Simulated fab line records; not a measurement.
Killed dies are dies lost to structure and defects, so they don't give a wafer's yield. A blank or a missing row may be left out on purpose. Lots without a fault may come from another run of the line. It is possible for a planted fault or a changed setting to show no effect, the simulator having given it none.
Code-filled problem report in 8D (eight disciplines) form ; flow nand_harc ; the parts of the form that need people (team, actions taken, sign-off) are left out

1. THE ISSUE
Mean of thk_nm at NHARC_A_ONON_D1_THK_MEAS_34: 92.2 nm across 2 wafers in 2 lots; on wafers with no fault it is 200.4 nm (standard deviation 2.7). Measured from the usual mean, that is -40 standard deviations.
The step: measures by ellipsometry.
First observed at day 12 07:14: wafer L199.6, on film_metro-01. At this step, 38 wafers from 14 lots have a number in the record. Rule for "out" (also "out of limits"): further than 4 standard deviations from the usual mean. All remaining wafers that have a number are taken as sound.

2. WHAT IT IS, WHAT IT ISN'T
question;is;is not
which readings at this step;thk_nm;-
which lots;L199, L200;L190, L191, L192, L194, L196, L197, L208, L209, L210, L211, L212, L213
which wafers of those lots;all that have a number;-
read on which gauges;film_metro-01, film_metro-02;-
when;from day 12 07:14;"up to then (18 sound wafers); but 18 sound wafers of L208, L209, L210, L211, L212, L213 came after"

3. SUSPECTS, AND WHAT RULES EACH OUT
Counting: any tool at a process step up to the reading is kept as a suspect provided that every lot that is out went through it and no sound lot did after the first of them.
- the gauge at NHARC_A_ONON_D1_THK_MEAS_34 has been ruled out. 2 gauges (film_metro-01, film_metro-02) read the wafers that are out.
- pecvd-01 at NHARC_A_ONON_D1_DEP_33 (deposits SiO2, target thk 200 nm): ruled out as a lasting fault. After its first lot that is out, L199 (day 12 07:02), sound lots L213 ran on it.
Left after counting: nothing in the record.

4. THE CAUSE (what the simulator had put in)
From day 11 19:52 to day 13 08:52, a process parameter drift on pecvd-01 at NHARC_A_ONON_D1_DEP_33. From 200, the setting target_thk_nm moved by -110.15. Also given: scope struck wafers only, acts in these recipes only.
The count ruled it out by mistake, since the rule takes a fault to strike every lot its tool runs from the start of the fault on, and this one did not do so.

5. THE CHAIN OF EFFECTS, in route order
Rows list readings where the struck wafers' mean (over those with a number) sits beyond 3 standard deviations from the usual. Scope: only readings with a usual standard deviation given in the record; hours: median across lots of the time from each lot's start at the first step in this table that gives one to its start at this step; sigmas: change in usual standard deviations.
hours;step;reading;usual;on struck wafers;change;sigmas
0;NHARC_A_ONON_D1_THK_MEAS_34;thk_nm;200.4 nm;92.2;-108.2;-40

6. HOW IT WOULD HAVE BEEN CAUGHT EARLIER
The first out-of-limits reading at a measuring or inspecting step in this record came at day 12 07:14, 11 hours after the fault's start at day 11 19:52.
Of the tool readings at NHARC_A_ONON_D1_DEP_33 for which the record gives a usual standard deviation, none was out on any struck wafer, so an alarm limit of 4 standard deviations on them would not have fired.
